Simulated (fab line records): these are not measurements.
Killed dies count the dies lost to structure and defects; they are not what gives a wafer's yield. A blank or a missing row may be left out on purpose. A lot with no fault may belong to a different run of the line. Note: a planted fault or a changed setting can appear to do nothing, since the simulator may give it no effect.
Which tool was responsible? :: flow n5_finfet :: 24 lots with 72 wafers sampled at 6 steps, on a route of 1938 steps

== WHAT THE GAUGES READ, wafer by wafer ==
N5_GATE_CUT_CD_MEAS_13: the cd target is 20 nm.
lot: L074
measured: day 4 14:13
on: cd_sem-03
cd_nm (nm): 19.59 19.80 19.50

lot: L075
measured: day 4 17:00
on: cd_sem-02
cd_nm (nm): 19.34 19.71 20.18

lot: L076
measured: day 4 22:30
on: cd_sem-01
cd_nm (nm): 19.87 20.18 20.41

lot: L077
measured: day 5 05:19
on: cd_sem-03
cd_nm (nm): 19.81 19.63 19.88

lot: L078
measured: day 5 15:23
on: cd_sem-02
cd_nm (nm): 19.85 20.12 20.07

lot: L079
measured: day 5 20:19
on: cd_sem-03
cd_nm (nm): 19.61 20.04 19.65

lot: L080
measured: day 6 03:28
on: cd_sem-03
cd_nm (nm): 19.82 19.76 19.91

lot: L081
measured: day 6 05:52
on: cd_sem-01
cd_nm (nm): 20.02 19.46 19.69

lot: L082
measured: day 6 15:40
on: cd_sem-03
cd_nm (nm): 19.49 19.49 19.77

lot: L083
measured: day 6 20:30
on: cd_sem-02
cd_nm (nm): 19.76 19.90 19.52

lot: L084
measured: day 6 22:20
on: cd_sem-01
cd_nm (nm): 19.79 20.03 19.83

lot: L085
measured: day 7 06:14
on: cd_sem-01
cd_nm (nm): 19.77 19.80 19.30

lot: L086
measured: day 7 11:13
on: cd_sem-03
cd_nm (nm): 19.60 19.60 19.38

lot: L087
measured: day 7 16:35
on: cd_sem-02
cd_nm (nm): 19.95 19.85 19.92

lot: L088
measured: day 7 22:45
on: cd_sem-03
cd_nm (nm): 19.63 20.00 20.13

lot: L089
measured: day 8 05:44
on: cd_sem-02
cd_nm (nm): 19.67 19.77 19.56

lot: L090
measured: day 8 10:17
on: cd_sem-02
cd_nm (nm): 19.80 19.98 19.98

lot: L091
measured: day 8 17:58
on: cd_sem-02
cd_nm (nm): 19.90 19.99 19.91

lot: L092
measured: day 8 23:25
on: cd_sem-02
cd_nm (nm): 19.42 20.06 19.81

lot: L093
measured: day 9 08:01
on: cd_sem-03
cd_nm (nm): 19.79 19.34 19.62

lot: L094
measured: day 9 12:50
on: cd_sem-02
cd_nm (nm): 20.08 19.70 19.65

lot: L095
measured: day 9 16:03
on: cd_sem-03
cd_nm (nm): 19.61 19.86 19.98

lot: L096
measured: day 10 05:36
on: cd_sem-01
cd_nm (nm): 19.89 20.29 20.31

lot: L097
measured: day 10 12:22
on: cd_sem-02
cd_nm (nm): 19.59 19.82 19.73

N5_GATE_CUT_INSPECT_15: inspects for defects (brightfield).
lot: L074
measured: day 4 14:19
on: defect_inspect-01
raw_defect_count: 74 99 134

lot: L075
measured: day 4 17:05
on: defect_inspect-01
raw_defect_count: 68 109 109

lot: L076
measured: day 4 22:35
on: defect_inspect-02
raw_defect_count: 135 99 157

lot: L077
measured: day 5 05:25
on: defect_inspect-02
raw_defect_count: 122 145 81

lot: L078
measured: day 5 15:28
on: defect_inspect-02
raw_defect_count: 132 102 156

lot: L079
measured: day 5 20:23
on: defect_inspect-01
raw_defect_count: 88 122 152

lot: L080
measured: day 6 03:34
on: defect_inspect-01
raw_defect_count: 151 115 172

lot: L081
measured: day 6 05:57
on: defect_inspect-01
raw_defect_count: 172 205 120

lot: L082
measured: day 6 15:45
on: defect_inspect-01
raw_defect_count: 224 176 142

lot: L083
measured: day 6 20:35
on: defect_inspect-01
raw_defect_count: 109 182 166

lot: L084
measured: day 6 22:25
on: defect_inspect-01
raw_defect_count: 206 232 225

lot: L085
measured: day 7 06:19
on: defect_inspect-01
raw_defect_count: 235 245 281

lot: L086
measured: day 7 11:19
on: defect_inspect-02
raw_defect_count: 152 123 111

lot: L087
measured: day 7 16:41
on: defect_inspect-02
raw_defect_count: 180 138 106

lot: L088
measured: day 7 22:50
on: defect_inspect-01
raw_defect_count: 189 110 142

lot: L089
measured: day 8 05:49
on: defect_inspect-02
raw_defect_count: 145 169 146

lot: L090
measured: day 8 10:23
on: defect_inspect-02
raw_defect_count: 71 118 185

lot: L091
measured: day 8 18:03
on: defect_inspect-01
raw_defect_count: 105 106 144

lot: L092
measured: day 8 23:31
on: defect_inspect-01
raw_defect_count: 118 228 157

lot: L093
measured: day 9 08:07
on: defect_inspect-01
raw_defect_count: 110 136 150

lot: L094
measured: day 9 12:55
on: defect_inspect-02
raw_defect_count: 94 76 93

lot: L095
measured: day 9 16:08
on: defect_inspect-02
raw_defect_count: 145 125 105

lot: L096
measured: day 10 05:41
on: defect_inspect-01
raw_defect_count: 60 69 155

lot: L097
measured: day 10 12:27
on: defect_inspect-01
raw_defect_count: 131 179 166

== TOOL THAT RAN EACH LOT (tool first, then ch and the chambers of the sampled wafers, then the start) ==
lot: L074
N5_HKMG_FIN_ALD_71: ald_metal-02 ch 0,1, day 4 08:17
N5_HKMG_FIN_ETCHBACK_68: rie_metal-03 ch 0,1, day 4 08:50
N5_HKMG_FIN_ALD_72: cvd_w-02 ch 0,1, day 4 09:44
N5_GATE_CUT_ETCH_56: rie_metal-03 ch 1, day 4 10:46

lot: L075
N5_HKMG_FIN_ALD_71: ald_metal-03 ch 1,2, day 4 11:01
N5_HKMG_FIN_ETCHBACK_68: rie_metal-02 ch 1, day 4 11:36
N5_HKMG_FIN_ALD_72: cvd_w-01 ch 1, day 4 12:29
N5_GATE_CUT_ETCH_56: rie_metal-03 ch 0, day 4 13:34

lot: L076
N5_HKMG_FIN_ALD_71: ald_metal-01 ch 0,1,3, day 4 16:00
N5_HKMG_FIN_ETCHBACK_68: rie_metal-02 ch 0,1, day 4 16:33
N5_HKMG_FIN_ALD_72: cvd_w-02 ch 0,1, day 4 17:26
N5_GATE_CUT_ETCH_56: rie_metal-01 ch 0,1, day 4 18:32

lot: L077
N5_HKMG_FIN_ALD_71: ald_metal-03 ch 0,2,3, day 4 23:23
N5_HKMG_FIN_ETCHBACK_68: rie_metal-02 ch 0,1, day 4 23:56
N5_HKMG_FIN_ALD_72: cvd_w-01 ch 0,1, day 5 00:50
N5_GATE_CUT_ETCH_56: rie_metal-02 ch 0,1, day 5 01:54

lot: L078
N5_HKMG_FIN_ALD_71: ald_metal-01 ch 0,2,3, day 5 08:46
N5_HKMG_FIN_ETCHBACK_68: rie_metal-01 ch 0, day 5 09:34
N5_HKMG_FIN_ALD_72: cvd_w-01 ch 0,1, day 5 10:28
N5_GATE_CUT_ETCH_56: rie_metal-03 ch 0,1, day 5 11:29

lot: L079
N5_HKMG_FIN_ALD_71: ald_metal-01 ch 0,2,3, day 5 14:09
N5_HKMG_FIN_ETCHBACK_68: rie_metal-01 ch 1, day 5 14:44
N5_HKMG_FIN_ALD_72: cvd_w-01 ch 0,1, day 5 15:37
N5_GATE_CUT_ETCH_56: rie_metal-02 ch 0,1, day 5 16:43

lot: L080
N5_HKMG_FIN_ALD_71: ald_metal-03 ch 1,2,3, day 5 21:12
N5_HKMG_FIN_ETCHBACK_68: rie_metal-02 ch 0,1, day 5 21:45
N5_HKMG_FIN_ALD_72: cvd_w-02 ch 0,1, day 5 22:39
N5_GATE_CUT_ETCH_56: rie_metal-03 ch 0,1, day 5 23:46

lot: L081
N5_HKMG_FIN_ALD_71: ald_metal-02 ch 0,1,3, day 5 23:58
N5_HKMG_FIN_ETCHBACK_68: rie_metal-01 ch 0,1, day 6 00:31
N5_HKMG_FIN_ALD_72: cvd_w-01 ch 0,1, day 6 01:25
N5_GATE_CUT_ETCH_56: rie_metal-02 ch 0,1, day 6 02:26

lot: L082
N5_HKMG_FIN_ALD_71: ald_metal-01 ch 0,1,3, day 6 09:23
N5_HKMG_FIN_ETCHBACK_68: rie_metal-03 ch 0,1, day 6 10:05
N5_HKMG_FIN_ALD_72: cvd_w-01 ch 0, day 6 10:59
N5_GATE_CUT_ETCH_56: rie_metal-01 ch 0,1, day 6 12:06

lot: L083
N5_HKMG_FIN_ALD_71: ald_metal-03 ch 0,2,3, day 6 14:07
N5_HKMG_FIN_ETCHBACK_68: rie_metal-03 ch 1, day 6 14:47
N5_HKMG_FIN_ALD_72: cvd_w-01 ch 0,1, day 6 15:55
N5_GATE_CUT_ETCH_56: rie_metal-02 ch 0, day 6 16:57

lot: L084
N5_HKMG_FIN_ALD_71: ald_metal-01 ch 1,2, day 6 16:17
N5_HKMG_FIN_ETCHBACK_68: rie_metal-03 ch 0,1, day 6 16:50
N5_HKMG_FIN_ALD_72: cvd_w-02 ch 0,1, day 6 17:50
N5_GATE_CUT_ETCH_56: rie_metal-02 ch 0,1, day 6 18:54

lot: L085
N5_HKMG_FIN_ALD_71: ald_metal-03 ch 1,2, day 7 00:08
N5_HKMG_FIN_ETCHBACK_68: rie_metal-02 ch 0,1, day 7 00:44
N5_HKMG_FIN_ALD_72: cvd_w-01 ch 0,1, day 7 01:36
N5_GATE_CUT_ETCH_56: rie_metal-02 ch 0,1, day 7 02:40

lot: L086
N5_HKMG_FIN_ALD_71: ald_metal-02 ch 0,1,3, day 7 04:48
N5_HKMG_FIN_ETCHBACK_68: rie_metal-01 ch 0,1, day 7 05:22
N5_HKMG_FIN_ALD_72: cvd_w-02 ch 0,1, day 7 06:15
N5_GATE_CUT_ETCH_56: rie_metal-01 ch 0,1, day 7 07:17

lot: L087
N5_HKMG_FIN_ALD_71: ald_metal-01 ch 0,2,3, day 7 10:14
N5_HKMG_FIN_ETCHBACK_68: rie_metal-03 ch 0,1, day 7 10:47
N5_HKMG_FIN_ALD_72: cvd_w-02 ch 0,1, day 7 11:40
N5_GATE_CUT_ETCH_56: rie_metal-03 ch 0,1, day 7 12:43

lot: L088
N5_HKMG_FIN_ALD_71: ald_metal-01 ch 1,2, day 7 16:26
N5_HKMG_FIN_ETCHBACK_68: rie_metal-01 ch 0, day 7 17:05
N5_HKMG_FIN_ALD_72: cvd_w-01 ch 0,1, day 7 18:06
N5_GATE_CUT_ETCH_56: rie_metal-03 ch 0, day 7 19:08

lot: L089
N5_HKMG_FIN_ALD_71: ald_metal-02 ch 0,1,3, day 7 23:42
N5_HKMG_FIN_ETCHBACK_68: rie_metal-02 ch 0,1, day 8 00:17
N5_HKMG_FIN_ALD_72: cvd_w-01 ch 0,1, day 8 01:10
N5_GATE_CUT_ETCH_56: rie_metal-02 ch 0,1, day 8 02:13

lot: L090
N5_HKMG_FIN_ALD_71: ald_metal-02 ch 1,2,3, day 8 04:15
N5_HKMG_FIN_ETCHBACK_68: rie_metal-03 ch 0,1, day 8 04:49
N5_HKMG_FIN_ALD_72: cvd_w-01 ch 0,1, day 8 05:43
N5_GATE_CUT_ETCH_56: rie_metal-03 ch 0,1, day 8 06:44

lot: L091
N5_HKMG_FIN_ALD_71: ald_metal-02 ch 0,1,2, day 8 11:48
N5_HKMG_FIN_ETCHBACK_68: rie_metal-01 ch 0,1, day 8 12:22
N5_HKMG_FIN_ALD_72: cvd_w-01 ch 0,1, day 8 13:15
N5_GATE_CUT_ETCH_56: rie_metal-02 ch 0,1, day 8 14:30

lot: L092
N5_HKMG_FIN_ALD_71: ald_metal-01 ch 0,1,2, day 8 17:23
N5_HKMG_FIN_ETCHBACK_68: rie_metal-01 ch 0,1, day 8 17:56
N5_HKMG_FIN_ALD_72: cvd_w-01 ch 0,1, day 8 18:49
N5_GATE_CUT_ETCH_56: rie_metal-01 ch 0,1, day 8 19:52

lot: L093
N5_HKMG_FIN_ALD_71: ald_metal-01 ch 0,1, day 9 02:01
N5_HKMG_FIN_ETCHBACK_68: rie_metal-03 ch 0,1, day 9 02:38
N5_HKMG_FIN_ALD_72: cvd_w-01 ch 0,1, day 9 03:34
N5_GATE_CUT_ETCH_56: rie_metal-02 ch 0, day 9 04:36

lot: L094
N5_HKMG_FIN_ALD_71: ald_metal-02 ch 1,3, day 9 06:29
N5_HKMG_FIN_ETCHBACK_68: rie_metal-01 ch 0,1, day 9 07:03
N5_HKMG_FIN_ALD_72: cvd_w-01 ch 0, day 9 07:56
N5_GATE_CUT_ETCH_56: rie_metal-02 ch 0,1, day 9 09:08

lot: L095
N5_HKMG_FIN_ALD_71: ald_metal-03 ch 1,2,3, day 9 09:57
N5_HKMG_FIN_ETCHBACK_68: rie_metal-03 ch 0,1, day 9 10:38
N5_HKMG_FIN_ALD_72: cvd_w-01 ch 0,1, day 9 11:31
N5_GATE_CUT_ETCH_56: rie_metal-03 ch 0,1, day 9 12:33

lot: L096
N5_HKMG_FIN_ALD_71: ald_metal-03 ch 0,1,3, day 9 23:32
N5_HKMG_FIN_ETCHBACK_68: rie_metal-02 ch 0,1, day 10 00:12
N5_HKMG_FIN_ALD_72: cvd_w-02 ch 0,1, day 10 01:05
N5_GATE_CUT_ETCH_56: rie_metal-01 ch 0,1, day 10 02:08

lot: L097
N5_HKMG_FIN_ALD_71: ald_metal-02 ch 0,3, day 10 05:57
N5_HKMG_FIN_ETCHBACK_68: rie_metal-01 ch 0,1, day 10 06:30
N5_HKMG_FIN_ALD_72: cvd_w-02 ch 0,1, day 10 07:34
N5_GATE_CUT_ETCH_56: rie_metal-02 ch 0,1, day 10 08:46
- N5_HKMG_FIN_ALD_71: deposits TiN, target thk 1 nm, pulse time 1 s, purge time 3 s.
- N5_HKMG_FIN_ETCHBACK_68: etches the open film in Cl2/Ar, stops on HfO2, target depth 0.5 nm.
- N5_HKMG_FIN_ALD_72: deposits W, target thk 2 nm, pulse time 1 s, purge time 2 s.
- N5_GATE_CUT_ETCH_56: etches TiN in Cl2/Ar, target depth 21.6 nm.

== AS READ BY THE TOOLS THEMSELVES (means over the sampled wafers that have a number; for cases with no such wafer, the mark the record gives instead) ==
N5_HKMG_FIN_ALD_71.
lot: L074
tool: ald_metal-02
heater_power_w (W): 742
precursor_pulse_height_rel: 1.010

lot: L075
tool: ald_metal-03
heater_power_w (W): 909
precursor_pulse_height_rel: 1.000

lot: L076
tool: ald_metal-01
heater_power_w (W): 798
precursor_pulse_height_rel: 0.993

lot: L077
tool: ald_metal-03
heater_power_w (W): 821
precursor_pulse_height_rel: 1.016

lot: L078
tool: ald_metal-01
heater_power_w (W): 795
precursor_pulse_height_rel: 0.986

lot: L079
tool: ald_metal-01
heater_power_w (W): 798
precursor_pulse_height_rel: 1.016

lot: L080
tool: ald_metal-03
heater_power_w (W): 873
precursor_pulse_height_rel: 0.985

lot: L081
tool: ald_metal-02
heater_power_w (W): 799
precursor_pulse_height_rel: 1.001

lot: L082
tool: ald_metal-01
heater_power_w (W): 797
precursor_pulse_height_rel: 1.016

lot: L083
tool: ald_metal-03
heater_power_w (W): 820
precursor_pulse_height_rel: 1.008

lot: L084
tool: ald_metal-01
heater_power_w (W): 773
precursor_pulse_height_rel: 0.986

lot: L085
tool: ald_metal-03
heater_power_w (W): 788
precursor_pulse_height_rel: 1.008

lot: L086
tool: ald_metal-02
heater_power_w (W): 802
precursor_pulse_height_rel: 0.984

lot: L087
tool: ald_metal-01
heater_power_w (W): 799
precursor_pulse_height_rel: 0.994

lot: L088
tool: ald_metal-01
heater_power_w (W): 776
precursor_pulse_height_rel: 1.012

lot: L089
tool: ald_metal-02
heater_power_w (W): 794
precursor_pulse_height_rel: 0.991

lot: L090
tool: ald_metal-02
heater_power_w (W): 830
precursor_pulse_height_rel: 1.002

lot: L091
tool: ald_metal-02
heater_power_w (W): 763
precursor_pulse_height_rel: 0.997

lot: L092
tool: ald_metal-01
heater_power_w (W): 779
precursor_pulse_height_rel: 0.996

lot: L093
tool: ald_metal-01
heater_power_w (W): 797
precursor_pulse_height_rel: 1.006

lot: L094
tool: ald_metal-02
heater_power_w (W): 796
precursor_pulse_height_rel: 1.004

lot: L095
tool: ald_metal-03
heater_power_w (W): 880
precursor_pulse_height_rel: 1.004

lot: L096
tool: ald_metal-03
heater_power_w (W): 947
precursor_pulse_height_rel: 1.013

lot: L097
tool: ald_metal-02
heater_power_w (W): 814
precursor_pulse_height_rel: 0.991

N5_HKMG_FIN_ETCHBACK_68.
lot: L074
tool: rie_metal-03
drypump_motor_current_A (A): 5.4
mfc_cl2_sccm (sccm): 39.91
oes_product_au (a.u.): 0.81
throttle_valve_pct (%): 20.67

lot: L075
tool: rie_metal-02
drypump_motor_current_A (A): 5.8
mfc_cl2_sccm (sccm): 40.00
oes_product_au (a.u.): 0.88
throttle_valve_pct (%): 20.61

lot: L076
tool: rie_metal-02
drypump_motor_current_A (A): 6.1
mfc_cl2_sccm (sccm): 40.03
oes_product_au (a.u.): 0.86
throttle_valve_pct (%): 20.56

lot: L077
tool: rie_metal-02
drypump_motor_current_A (A): 6.1
mfc_cl2_sccm (sccm): 39.99
oes_product_au (a.u.): 0.87
throttle_valve_pct (%): 20.55

lot: L078
tool: rie_metal-01
drypump_motor_current_A (A): 5.9
mfc_cl2_sccm (sccm): 40.00
oes_product_au (a.u.): 0.76
throttle_valve_pct (%): 20.66

lot: L079
tool: rie_metal-01
drypump_motor_current_A (A): 5.6
mfc_cl2_sccm (sccm): 39.95
oes_product_au (a.u.): 0.58
throttle_valve_pct (%): 20.78

lot: L080
tool: rie_metal-02
drypump_motor_current_A (A): 6.3
mfc_cl2_sccm (sccm): 39.94
oes_product_au (a.u.): 0.85
throttle_valve_pct (%): 20.51

lot: L081
tool: rie_metal-01
drypump_motor_current_A (A): 5.8
mfc_cl2_sccm (sccm): 39.89
oes_product_au (a.u.): 0.69
throttle_valve_pct (%): 20.70

lot: L082
tool: rie_metal-03
drypump_motor_current_A (A): 5.5
mfc_cl2_sccm (sccm): 39.95
oes_product_au (a.u.): 0.71
throttle_valve_pct (%): 20.87

lot: L083
tool: rie_metal-03
drypump_motor_current_A (A): 5.6
mfc_cl2_sccm (sccm): 39.93
oes_product_au (a.u.): 0.64
throttle_valve_pct (%): 21.07

lot: L084
tool: rie_metal-03
drypump_motor_current_A (A): 5.6
mfc_cl2_sccm (sccm): 40.00
oes_product_au (a.u.): 0.71
throttle_valve_pct (%): 20.87

lot: L085
tool: rie_metal-02
drypump_motor_current_A (A): 6.3
mfc_cl2_sccm (sccm): 39.96
oes_product_au (a.u.): 0.84
throttle_valve_pct (%): 20.51

lot: L086
tool: rie_metal-01
drypump_motor_current_A (A): 5.6
mfc_cl2_sccm (sccm): 40.07
oes_product_au (a.u.): 0.63
throttle_valve_pct (%): 20.75

lot: L087
tool: rie_metal-03
drypump_motor_current_A (A): 5.5
mfc_cl2_sccm (sccm): 39.96
oes_product_au (a.u.): 0.78
throttle_valve_pct (%): 20.68

lot: L088
tool: rie_metal-01
drypump_motor_current_A (A): 5.9
mfc_cl2_sccm (sccm): 40.05
oes_product_au (a.u.): 0.75
throttle_valve_pct (%): 20.67

lot: L089
tool: rie_metal-02
drypump_motor_current_A (A): 6.0
mfc_cl2_sccm (sccm): 39.96
oes_product_au (a.u.): 0.83
throttle_valve_pct (%): 20.57

lot: L090
tool: rie_metal-03
drypump_motor_current_A (A): 5.5
mfc_cl2_sccm (sccm): 40.01
oes_product_au (a.u.): 0.69
throttle_valve_pct (%): 20.90

lot: L091
tool: rie_metal-01
drypump_motor_current_A (A): 5.8
mfc_cl2_sccm (sccm): 39.87
oes_product_au (a.u.): 0.81
throttle_valve_pct (%): 20.64

lot: L092
tool: rie_metal-01
drypump_motor_current_A (A): 5.8
mfc_cl2_sccm (sccm): 40.07
oes_product_au (a.u.): 0.81
throttle_valve_pct (%): 20.63

lot: L093
tool: rie_metal-03
drypump_motor_current_A (A): 5.4
mfc_cl2_sccm (sccm): 40.09
oes_product_au (a.u.): 0.78
throttle_valve_pct (%): 20.70

lot: L094
tool: rie_metal-01
drypump_motor_current_A (A): 5.8
mfc_cl2_sccm (sccm): 39.98
oes_product_au (a.u.): 0.80
throttle_valve_pct (%): 20.63

lot: L095
tool: rie_metal-03
drypump_motor_current_A (A): 5.4
mfc_cl2_sccm (sccm): 39.95
oes_product_au (a.u.): 0.78
throttle_valve_pct (%): 20.69

lot: L096
tool: rie_metal-02
drypump_motor_current_A (A): 6.3
mfc_cl2_sccm (sccm): 39.91
oes_product_au (a.u.): 0.81
throttle_valve_pct (%): 20.53

lot: L097
tool: rie_metal-01
drypump_motor_current_A (A): 5.8
mfc_cl2_sccm (sccm): 40.03
oes_product_au (a.u.): 0.79
throttle_valve_pct (%): 20.65

N5_HKMG_FIN_ALD_72.
lot: L074
tool: cvd_w-02
heater_power_w (W): 569
precursor_pulse_height_rel: 1.027

lot: L075
tool: cvd_w-01
heater_power_w (W): 531
precursor_pulse_height_rel: 0.995

lot: L076
tool: cvd_w-02
heater_power_w (W): 566
precursor_pulse_height_rel: 1.001

lot: L077
tool: cvd_w-01
heater_power_w (W): 462
precursor_pulse_height_rel: 1.014

lot: L078
tool: cvd_w-01
heater_power_w (W): 474
precursor_pulse_height_rel: 1.004

lot: L079
tool: cvd_w-01
heater_power_w (W): 498
precursor_pulse_height_rel: 0.982

lot: L080
tool: cvd_w-02
heater_power_w (W): 570
precursor_pulse_height_rel: 1.011

lot: L081
tool: cvd_w-01
heater_power_w (W): 509
precursor_pulse_height_rel: 1.025

lot: L082
tool: cvd_w-01
heater_power_w (W): 439
precursor_pulse_height_rel: 1.013

lot: L083
tool: cvd_w-01
heater_power_w (W): 475
precursor_pulse_height_rel: 1.001

lot: L084
tool: cvd_w-02
heater_power_w (W): 579
precursor_pulse_height_rel: 1.006

lot: L085
tool: cvd_w-01
heater_power_w (W): 509
precursor_pulse_height_rel: 0.999

lot: L086
tool: cvd_w-02
heater_power_w (W): 573
precursor_pulse_height_rel: 1.020

lot: L087
tool: cvd_w-02
heater_power_w (W): 581
precursor_pulse_height_rel: 1.006

lot: L088
tool: cvd_w-01
heater_power_w (W): 471
precursor_pulse_height_rel: 0.985

lot: L089
tool: cvd_w-01
heater_power_w (W): 468
precursor_pulse_height_rel: 1.005

lot: L090
tool: cvd_w-01
heater_power_w (W): 500
precursor_pulse_height_rel: 0.981

lot: L091
tool: cvd_w-01
heater_power_w (W): 495
precursor_pulse_height_rel: 0.995

lot: L092
tool: cvd_w-01
heater_power_w (W): 472
precursor_pulse_height_rel: 1.021

lot: L093
tool: cvd_w-01
heater_power_w (W): 503
precursor_pulse_height_rel: 1.005

lot: L094
tool: cvd_w-01
heater_power_w (W): 449
precursor_pulse_height_rel: 1.002

lot: L095
tool: cvd_w-01
heater_power_w (W): 476
precursor_pulse_height_rel: 0.983

lot: L096
tool: cvd_w-02
heater_power_w (W): 570
precursor_pulse_height_rel: 1.005

lot: L097
tool: cvd_w-02
heater_power_w (W): 576
precursor_pulse_height_rel: 0.988

N5_GATE_CUT_ETCH_56.
lot: L074
tool: rie_metal-03
drypump_motor_current_A (A): 5.6
mfc_cl2_sccm (sccm): 39.91
oes_product_au (a.u.): 0.66
throttle_valve_pct (%): 21.04

lot: L075
tool: rie_metal-03
drypump_motor_current_A (A): 5.4
mfc_cl2_sccm (sccm): 40.17
oes_product_au (a.u.): 0.89
throttle_valve_pct (%): 20.47

lot: L076
tool: rie_metal-01
drypump_motor_current_A (A): 5.6
mfc_cl2_sccm (sccm): 39.93
oes_product_au (a.u.): 0.65
throttle_valve_pct (%): 20.72

lot: L077
tool: rie_metal-02
drypump_motor_current_A (A): 6.1
mfc_cl2_sccm (sccm): 40.02
oes_product_au (a.u.): 0.86
throttle_valve_pct (%): 20.55

lot: L078
tool: rie_metal-03
drypump_motor_current_A (A): 5.4
mfc_cl2_sccm (sccm): 40.01
oes_product_au (a.u.): 0.80
throttle_valve_pct (%): 20.67

lot: L079
tool: rie_metal-02
drypump_motor_current_A (A): 6.1
mfc_cl2_sccm (sccm): 39.95
oes_product_au (a.u.): 0.86
throttle_valve_pct (%): 20.56

lot: L080
tool: rie_metal-03
drypump_motor_current_A (A): 5.5
mfc_cl2_sccm (sccm): 40.07
oes_product_au (a.u.): 0.73
throttle_valve_pct (%): 20.87

lot: L081
tool: rie_metal-02
drypump_motor_current_A (A): 6.3
mfc_cl2_sccm (sccm): 40.02
oes_product_au (a.u.): 0.86
throttle_valve_pct (%): 20.50

lot: L082
tool: rie_metal-01
drypump_motor_current_A (A): 5.8
mfc_cl2_sccm (sccm): 40.00
oes_product_au (a.u.): 0.70
throttle_valve_pct (%): 20.70

lot: L083
tool: rie_metal-02
drypump_motor_current_A (A): 6.6
mfc_cl2_sccm (sccm): 40.00
oes_product_au (a.u.): 0.83
throttle_valve_pct (%): 20.44

lot: L084
tool: rie_metal-02
drypump_motor_current_A (A): 6.1
mfc_cl2_sccm (sccm): 39.92
oes_product_au (a.u.): 0.84
throttle_valve_pct (%): 20.55

lot: L085
tool: rie_metal-02
drypump_motor_current_A (A): 6.1
mfc_cl2_sccm (sccm): 39.90
oes_product_au (a.u.): 0.84
throttle_valve_pct (%): 20.57

lot: L086
tool: rie_metal-01
drypump_motor_current_A (A): 5.6
mfc_cl2_sccm (sccm): 40.00
oes_product_au (a.u.): 0.63
throttle_valve_pct (%): 20.75

lot: L087
tool: rie_metal-03
drypump_motor_current_A (A): 5.5
mfc_cl2_sccm (sccm): 40.01
oes_product_au (a.u.): 0.72
throttle_valve_pct (%): 20.86

lot: L088
tool: rie_metal-03
drypump_motor_current_A (A): 5.3
mfc_cl2_sccm (sccm): 39.84
oes_product_au (a.u.): 0.86
throttle_valve_pct (%): 20.50

lot: L089
tool: rie_metal-02
drypump_motor_current_A (A): 6.3
mfc_cl2_sccm (sccm): 39.90
oes_product_au (a.u.): 0.83
throttle_valve_pct (%): 20.51

lot: L090
tool: rie_metal-03
drypump_motor_current_A (A): 5.5
mfc_cl2_sccm (sccm): 40.06
oes_product_au (a.u.): 0.71
throttle_valve_pct (%): 20.87

lot: L091
tool: rie_metal-02
drypump_motor_current_A (A): 6.1
mfc_cl2_sccm (sccm): 40.03
oes_product_au (a.u.): 0.83
throttle_valve_pct (%): 20.57

lot: L092
tool: rie_metal-01
drypump_motor_current_A (A): 5.7
mfc_cl2_sccm (sccm): 40.06
oes_product_au (a.u.): 0.82
throttle_valve_pct (%): 20.62

lot: L093
tool: rie_metal-02
drypump_motor_current_A (A): 6.6
mfc_cl2_sccm (sccm): 40.03
oes_product_au (a.u.): 0.81
throttle_valve_pct (%): 20.46

lot: L094
tool: rie_metal-02
drypump_motor_current_A (A): 6.3
mfc_cl2_sccm (sccm): 40.14
oes_product_au (a.u.): 0.81
throttle_valve_pct (%): 20.53

lot: L095
tool: rie_metal-03
drypump_motor_current_A (A): 5.5
mfc_cl2_sccm (sccm): 39.83
oes_product_au (a.u.): 0.70
throttle_valve_pct (%): 20.87

lot: L096
tool: rie_metal-01
drypump_motor_current_A (A): 5.8
mfc_cl2_sccm (sccm): 39.86
oes_product_au (a.u.): 0.80
throttle_valve_pct (%): 20.63

lot: L097
tool: rie_metal-02
drypump_motor_current_A (A): 6.1
mfc_cl2_sccm (sccm): 40.03
oes_product_au (a.u.): 0.80
throttle_valve_pct (%): 20.58

== THE ANSWER, worked out from the rows above alone ==
Rule: the lots themselves supply what counts as usual. Put in order of their means at a reading, lots are off if they are a third of the lots or fewer, leave a main group of 4 or more, and stand apart from it by a gap of 3 or more times the standard deviation of the main group's means; of several such gaps the widest counts. A main group whose means are all the same, to the digits that the tables above print for the reading, isn't used. Also off: a lot with no number at a reading for which 4 or more lots have one. Any other lot the step has rows for is counted as sound. After the gauges, taken in route order, come the tools' own readings; for these a lot's mean is taken, as printed above. At the first step where some lot is off, the reading lying furthest off is the one used; lots without a number count as furthest.
None of the lots is off at any reading shown; this tells nothing.

== WHAT THE SIMULATOR PUT IN ==
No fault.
